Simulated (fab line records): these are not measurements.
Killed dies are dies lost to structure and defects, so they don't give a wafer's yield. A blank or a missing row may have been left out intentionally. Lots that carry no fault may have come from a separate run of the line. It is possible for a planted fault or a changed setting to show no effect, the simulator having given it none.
The tool behind it: which one?	flow nand harc	23 lots, 69 wafers sampled, at 6 steps of a route of 1302

WHAT EACH GAUGE READ, for each wafer
NHARC_P_M2_THK_MEAS_24: measures by xrf. Usual: thk nm reads 144.4 nm (standard deviation 1.5).
lot	measured	on	thk nm (nm)	flag
L075	day 6 16:13	film metro-02	144.3 144.7 146.5	
L074	day 6 17:05	film metro-02	143.6 143.8 145.3	
L076	day 7 09:05	film metro-01	144.4 141.6 147.2	
L077	day 7 16:33	film metro-01	144.8 145.7 147.0	
L078	day 8 00:26	film metro-01	144.8 141.5 142.7	
L079	day 8 14:03	film metro-02	143.5 146.0 143.1	
L080	day 8 18:52	film metro-01	146.2 143.5 144.5	
L081	day 9 07:02	film metro-01	145.0 143.8 143.7	
L083	day 10 02:55	film metro-02	141.9 143.9 142.0	
L084	day 10 17:02	film metro-01	145.1 144.6 144.2	
L085	day 11 01:11	film metro-02	141.2 144.4 143.3	
L087	day 11 21:11	film metro-01	143.2 142.9 144.8	
L086	day 11 22:10	film metro-01	145.0 142.4 144.9	
L088	day 12 11:28	film metro-02	143.9 143.9 142.3	
L089	day 12 12:32	film metro-02	144.1 145.9 143.4	
L090	day 13 03:16	film metro-01	145.0 145.4 144.3	
L091	day 13 13:41	film metro-02	144.0 146.0 146.8	
L092	day 13 20:49	film metro-02	145.5 144.8 141.9	
L093	day 14 06:36	film metro-01	143.4 142.7 143.5	
L094	day 14 22:08	film metro-02	143.8 147.1 146.3	
L095	day 15 02:05	film metro-01	147.5 145.2 145.3	
L096	day 15 16:45	film metro-02	145.2 145.8 141.4	
L097	day 15 23:57	film metro-01	143.1 144.3 144.4	

NHARC_P_BONDPAD_THK_MEAS_33: measures by ellipsometry. Usual: thk nm reads 200.5 nm (standard deviation 1.5).
lot	measured	on	thk nm (nm)	flag
L075	day 6 17:35	film metro-01	199.7 199.3 198.6	
L074	day 6 18:27	film metro-02	200.4 201.7 201.7	
L076	day 7 10:29	film metro-02	199.7 199.6 200.0	
L077	day 7 17:56	film metro-01	200.4 199.4 200.7	
L078	day 8 01:49	film metro-01	199.9 198.5 199.6	
L079	day 8 15:26	film metro-02	198.2 199.5 200.7	
L080	day 8 20:13	film metro-02	199.8 200.6 201.2	
L081	day 9 08:24	film metro-01	199.3 199.9 203.5	
L083	day 10 04:21	film metro-01	200.3 201.2 200.6	
L084	day 10 18:23	film metro-01	197.8 198.4 200.1	
L085	day 11 02:34	film metro-02	202.0 197.8 201.4	
L087	day 11 22:33	film metro-02	200.3 201.6 198.8	
L086	day 11 23:32	film metro-01	202.4 201.3 201.8	
L088	day 12 12:49	film metro-01	202.5 203.0 202.2	
L089	day 12 13:54	film metro-02	198.7 202.5 197.8	
L090	day 13 04:47	film metro-02	200.7 201.3 199.5	
L091	day 13 15:02	film metro-01	201.8 199.9 199.6	
L092	day 13 22:12	film metro-01	202.3 204.1 201.6	
L093	day 14 07:58	film metro-02	200.9 200.0 200.1	
L094	day 14 23:31	film metro-02	201.0 201.6 199.1	
L095	day 15 03:28	film metro-02	199.3 203.8 202.4	
L096	day 15 18:06	film metro-01	201.0 197.9 201.2	
L097	day 16 01:18	film metro-01	199.3 198.7 197.5	

WHICH TOOL RAN EACH LOT (tool, then ch and the chambers of the sampled wafers, then the start)
lot	NHARC_P_M1_ETCH_35	NHARC_P_M2_ETCH_35	NHARC_P_M2_STRIP_18	NHARC_P_BONDPAD_DEP_00
L075	rie diel-01 ch 0,1, day 6 09:43	rie diel-05 ch 1,2,3, day 6 13:53	rie diel-05 ch 0,3, day 6 14:12	pecvd-04 ch 0,2, day 6 16:58
L074	rie diel-01 ch 2,3, day 6 10:32	rie diel-04 ch 0,1,2, day 6 14:45	rie diel-04 ch 0,1,3, day 6 15:04	pecvd-04 ch 1,2, day 6 17:47
L076	rie diel-12 ch 0,2,3, day 7 02:17	rie diel-06 ch 0,1, day 7 06:36	rie diel-04 ch 0,1,2, day 7 07:00	pecvd-03 ch 0,1,2, day 7 09:49
L077	rie diel-01 ch 0,1,3, day 7 09:58	rie diel-06 ch 0,1,3, day 7 14:11	rie diel-05 ch 2,3, day 7 14:31	pecvd-02 ch 1,2, day 7 17:16
L078	rie diel-01 ch 1,2,3, day 7 18:04	rie diel-05 ch 0,3, day 7 22:06	rie diel-04 ch 0,2, day 7 22:26	pecvd-02 ch 0,1,2, day 8 01:10
L079	rie diel-01 ch 0,1,3, day 8 07:30	rie diel-05 ch 0,1,3, day 8 11:40	rie diel-05 ch 0,2,3, day 8 11:57	pecvd-03 ch 0,1,2, day 8 14:52
L080	rie diel-12 ch 0,1,3, day 8 12:27	rie diel-06 ch 0,1,3, day 8 16:32	rie diel-05 ch 1,2,3, day 8 16:49	pecvd-04 ch 0,1,2, day 8 20:13 or earlier
L081	rie diel-01 ch 0,2,3, day 9 00:34	rie diel-05 ch 0,1,2, day 9 04:42	rie diel-04 ch 1,2,3, day 9 04:59	pecvd-03 ch 0,1,2, day 9 08:24 or earlier
L083	rie diel-02 ch 1,2, day 9 20:25	rie diel-05 ch 0,1,2, day 10 00:35	rie diel-04 ch 0,1,3, day 10 00:56	pecvd-03 ch 0,1,2, day 10 04:21 or earlier
L084	rie diel-12 ch 2,3, day 10 10:41	rie diel-04 ch 0,1,3, day 10 14:43	rie diel-06 ch 2,3, day 10 15:01	pecvd-03 ch 0,1,2, day 10 18:23 or earlier
L085	rie diel-01 ch 1,2,3, day 10 18:40	rie diel-04 ch 0,3, day 10 22:51	rie diel-04 ch 0,3, day 10 23:10	pecvd-02 ch 0,1,2, day 11 01:59
L087	rie diel-12 ch 1,2, day 11 14:40	rie diel-05 ch 1,3, day 11 18:51	rie diel-06 ch 1,3, day 11 19:11	pecvd-03 ch 0,1,2, day 11 22:33 or earlier
L086	rie diel-01 ch 2,3, day 11 15:41	rie diel-06 ch 1,3, day 11 19:50	rie diel-05 ch 1,2, day 11 20:07	pecvd-03 ch 0,2, day 11 23:32 or earlier
L088	rie diel-02 ch 1,2,3, day 12 05:00	rie diel-05 ch 2,3, day 12 09:08	rie diel-06 ch 1,2, day 12 09:26	pecvd-03 ch 0,1,2, day 12 12:49 or earlier
L089	rie diel-01 ch 2,3, day 12 05:39	rie diel-05 ch 1,2,3, day 12 10:11	rie diel-04 ch 2,3, day 12 10:28	pecvd-02 ch 0,1, day 12 13:20
L090	rie diel-01 ch 0,2,3, day 12 20:43	rie diel-06 ch 0,1,2, day 13 00:50	rie diel-04 ch 0,2,3, day 13 01:08	pecvd-02 ch 1,2, day 13 03:59
L091	rie diel-12 ch 1,3, day 13 04:34	rie diel-05 ch 0,1,2, day 13 11:22	rie diel-04 ch 0,2,3, day 13 11:39	pecvd-04 ch 0,2, day 13 15:02 or earlier
L092	rie diel-12 ch 1,2,3, day 13 14:20	rie diel-05 ch 0,2, day 13 18:30	rie diel-04 ch 1,2, day 13 18:47	pecvd-03 ch 1,2, day 13 21:38
L093	rie diel-12 ch 0,1,2, day 14 00:02	rie diel-05 ch 0,1,2, day 14 04:13	rie diel-06 ch 1,2,3, day 14 04:30	pecvd-03 ch 1,2, day 14 07:19
L094	rie diel-12 ch 0,1,3, day 14 15:38	rie diel-04 ch 0,1, day 14 19:45	rie diel-06 ch 1,2, day 14 20:05	pecvd-02 ch 0,2, day 14 22:54
L095	rie diel-12 ch 0,2,3, day 14 19:25	rie diel-06 ch 2,3, day 14 23:40	rie diel-06 ch 1,2,3, day 14 23:59	pecvd-03 ch 0,1, day 15 02:49
L096	rie diel-12 ch 1,3, day 15 10:16	rie diel-04 ch 0,1, day 15 14:25	rie diel-05 ch 0,1, day 15 14:45	pecvd-03 ch 1,2, day 15 18:06 or earlier
L097	rie diel-01 ch 1,2,3, day 15 17:27	rie diel-05 ch 1,2,3, day 15 21:38	rie diel-06 ch 0,1,2, day 15 21:55	pecvd-03 ch 1,2, day 16 01:18 or earlier
- NHARC_P_M1_ETCH_35: etches the open film in N2/H2, target depth 40 nm, overetch 12 nm, time 43.94 s.
- NHARC_P_M2_ETCH_35: etches the open film in N2/H2, target depth 40 nm, overetch 12 nm, time 43.94 s.
- NHARC_P_M2_STRIP_18: strips in N2/H2.
- NHARC_P_BONDPAD_DEP_00: deposits SiCN, target thk 250 nm.

WHAT THE TOOLS THEMSELVES READ (means of the sampled wafers that have a number; where no wafer has one, the mark that the record gives instead)
NHARC_P_M1_ETCH_35. Usual: drypump motor current A 5.8 A, standard deviation 0.44; n2 flow sccm 150.0 sccm, standard deviation 0.42; oes product au 1.004 a.u., standard deviation 0.013; rf vpp V 429.5 V, standard deviation 2; showerhead plenum p Torr 2.00 Torr, standard deviation 0.067; throttle valve pct 14.171 %, standard deviation 0.0091.
lot	tool	drypump motor current A (A)	n2 flow sccm (sccm)	oes product au (a.u.)	rf vpp V (V)	showerhead plenum p Torr (Torr)	throttle valve pct (%)	flag
L075	rie diel-01	6.4	149.6	0.999	430.3	2.05	14.183	
L074	rie diel-01	6.0	150.0	0.996	430.6	2.02	14.173	
L076	rie diel-12	5.4	150.2	1.010	428.3	1.95	14.177	
L077	rie diel-01	6.1	150.1	1.007	431.3	2.05	14.167	
L078	rie diel-01	6.2	149.9	0.999	431.4	2.05	14.167	
L079	rie diel-01	6.1	150.2	1.012	430.6	2.05	14.164	
L080	rie diel-12	5.4	149.9	1.008	427.7	1.94	14.168	
L081	rie diel-01	6.0	150.2	1.020	430.8	2.02	14.175	
L083	rie diel-02	6.3	150.2	1.007	428.3	1.96	14.171	
L084	rie diel-12	5.4	150.3	1.013	428.3	1.96	14.169	
L085	rie diel-01	6.2	149.8	0.992	430.7	2.04	14.172	
L087	rie diel-12	5.4	150.2	1.003	428.2	1.99	14.174	
L086	rie diel-01	6.0	150.1	0.990	430.2	2.02	14.178	
L088	rie diel-02	5.9	150.4	0.999	432.5	2.10	14.174	
L089	rie diel-01	5.8	149.8	0.990	431.5	2.05	14.169	
L090	rie diel-01	6.0	149.7	0.997	430.6	2.02	14.169	
L091	rie diel-12	5.5	150.1	1.006	427.4	1.94	14.175	
L092	rie diel-12	5.4	149.9	1.004	428.9	1.97	14.165	
L093	rie diel-12	5.4	150.3	1.003	429.1	1.96	14.175	
L094	rie diel-12	5.4	150.2	1.016	427.9	1.93	14.166	
L095	rie diel-12	5.4	150.0	1.009	428.1	1.95	14.171	
L096	rie diel-12	5.5	150.2	1.025	426.9	1.94	14.169	
L097	rie diel-01	6.1	149.7	0.991	430.8	2.04	14.166	

NHARC_P_M2_ETCH_35. Usual: drypump motor current A 5.6 A, standard deviation 0.38; n2 flow sccm 150.1 sccm, standard deviation 0.47; oes product au 1.001 a.u., standard deviation 0.01; rf vpp V 431.6 V, standard deviation 2.1; showerhead plenum p Torr 2.08 Torr, standard deviation 0.074; throttle valve pct 14.171 %, standard deviation 0.0091.
lot	tool	drypump motor current A (A)	n2 flow sccm (sccm)	oes product au (a.u.)	rf vpp V (V)	showerhead plenum p Torr (Torr)	throttle valve pct (%)	flag
L075	rie diel-05	5.3	150.0	1.014	432.5	2.13	14.175	
L074	rie diel-04	5.6	149.7	1.008	430.4	2.02	14.166	
L076	rie diel-06	5.7	150.7	0.989	432.0	2.10	14.170	
L077	rie diel-06	5.6	150.0	0.989	431.7	2.09	14.167	
L078	rie diel-05	5.9	149.8	0.996	432.4	2.10	14.173	
L079	rie diel-05	5.6	150.0	1.008	433.0	2.11	14.170	
L080	rie diel-06	5.6	150.1	0.986	431.5	2.09	14.182	
L081	rie diel-05	5.6	150.2	1.003	434.0	2.17	14.163	
L083	rie diel-05	5.6	149.8	0.998	433.9	2.17	14.174	
L084	rie diel-04	6.0	150.2	1.003	429.6	1.99	14.178	
L085	rie diel-04	6.0	149.8	1.002	428.7	1.99	14.177	
L087	rie diel-05	5.3	149.8	0.997	431.7	2.07	14.167	
L086	rie diel-06	5.6	150.1	0.997	431.9	2.10	14.171	
L088	rie diel-05	5.3	150.1	0.993	431.3	2.07	14.172	
L089	rie diel-05	5.3	149.9	0.996	432.9	2.12	14.179	
L090	rie diel-06	5.7	150.1	1.003	431.2	2.05	14.171	
L091	rie diel-05	5.6	149.8	0.993	433.5	2.16	14.167	
L092	rie diel-05	5.9	150.1	1.001	433.5	2.15	14.167	
L093	rie diel-05	5.6	149.6	0.996	433.6	2.16	14.174	
L094	rie diel-04	5.8	149.8	1.016	428.1	1.96	14.165	
L095	rie diel-06	5.7	150.2	0.991	430.7	2.02	14.175	
L096	rie diel-04	5.8	150.0	1.011	428.7	1.96	14.176	
L097	rie diel-05	5.3	150.1	0.991	432.9	2.12	14.176	

NHARC_P_M2_STRIP_18. Usual: drypump motor current A 5.7 A, standard deviation 0.37; n2 flow sccm 150.0 sccm, standard deviation 0.43; oes product au 1.001 a.u., standard deviation 0.011; rf vpp V 90.7 V, standard deviation 0.91; showerhead plenum p Torr 2.06 Torr, standard deviation 0.072; throttle valve pct 14.171 %, standard deviation 0.0094.
lot	tool	drypump motor current A (A)	n2 flow sccm (sccm)	oes product au (a.u.)	rf vpp V (V)	showerhead plenum p Torr (Torr)	throttle valve pct (%)	flag
L075	rie diel-05	5.6	150.0	1.007	90.3	2.06	14.164	
L074	rie diel-04	6.0	150.1	1.013	89.9	1.99	14.176	
L076	rie diel-04	5.6	149.9	1.004	90.9	2.01	14.168	
L077	rie diel-05	5.2	149.8	1.000	90.8	2.13	14.175	
L078	rie diel-04	5.4	150.3	0.998	90.3	2.04	14.171	
L079	rie diel-05	5.6	149.9	1.002	90.6	2.11	14.171	
L080	rie diel-05	5.3	149.8	1.004	91.0	2.13	14.162	
L081	rie diel-04	5.8	150.2	0.996	90.7	2.03	14.168	
L083	rie diel-04	6.0	150.2	1.006	90.2	1.99	14.173	
L084	rie diel-06	5.6	149.4	0.995	90.7	2.06	14.164	
L085	rie diel-04	5.9	150.3	1.003	89.5	1.96	14.165	
L087	rie diel-06	5.8	150.0	0.984	91.1	2.11	14.175	
L086	rie diel-05	5.2	149.9	0.987	91.6	2.18	14.170	
L088	rie diel-06	5.9	149.7	1.003	91.0	2.08	14.171	
L089	rie diel-04	5.5	149.7	0.999	90.2	2.05	14.169	
L090	rie diel-04	5.7	150.1	1.000	89.3	2.01	14.169	
L091	rie diel-04	5.7	150.3	0.994	90.8	2.01	14.165	
L092	rie diel-04	5.5	149.9	0.998	89.7	2.05	14.166	
L093	rie diel-06	5.7	149.9	1.000	90.0	2.07	14.164	
L094	rie diel-06	5.9	150.0	1.002	90.0	2.08	14.183	
L095	rie diel-06	5.7	150.1	0.997	90.7	2.07	14.171	
L096	rie diel-05	5.9	149.8	1.004	92.0	2.15	14.178	
L097	rie diel-06	5.7	150.0	1.001	91.3	2.05	14.170	

NHARC_P_BONDPAD_DEP_00. Usual: heater power outer w 327 W, standard deviation 50; heater power w 592 W, standard deviation 69.
lot	tool	heater power outer w (W)	heater power w (W)	flag
L075	pecvd-04	310	588	
L074	pecvd-04	305	575	
L076	pecvd-03	295	542	
L077	pecvd-02	297	547	
L078	pecvd-02	315	585	
L079	pecvd-03	347	599	
L080	pecvd-04	314	594	
L081	pecvd-03	326	589	
L083	pecvd-03	337	600	
L084	pecvd-03	325	578	
L085	pecvd-02	304	576	
L087	pecvd-03	334	594	
L086	pecvd-03	371	648	
L088	pecvd-03	329	592	
L089	pecvd-02	309	581	
L090	pecvd-02	264	502	
L091	pecvd-04	347	633	
L092	pecvd-03	375	651	
L093	pecvd-03	379	659	
L094	pecvd-02	244	487	
L095	pecvd-03	334	584	
L096	pecvd-03	326	586	
L097	pecvd-03	363	637	

THE ANSWER, worked out from the rows above alone
Rule: a lot is off if the mean of its wafers that have a number lies more than 3 standard deviations from the usual mean. A lot without any number at a reading at which 4 lots or more have one is off too. All remaining lots with rows at the step are treated as sound. Order of review: gauges by route order, followed by the tools' own readings, for which a lot's mean as printed above is used. At the first step where some lot is off, the reading lying furthest off is the one used; lots without a number count as furthest.
No lot is off on any of the readings shown, so nothing can be concluded from this.

WHAT HAD BEEN PUT IN BY THE SIMULATOR
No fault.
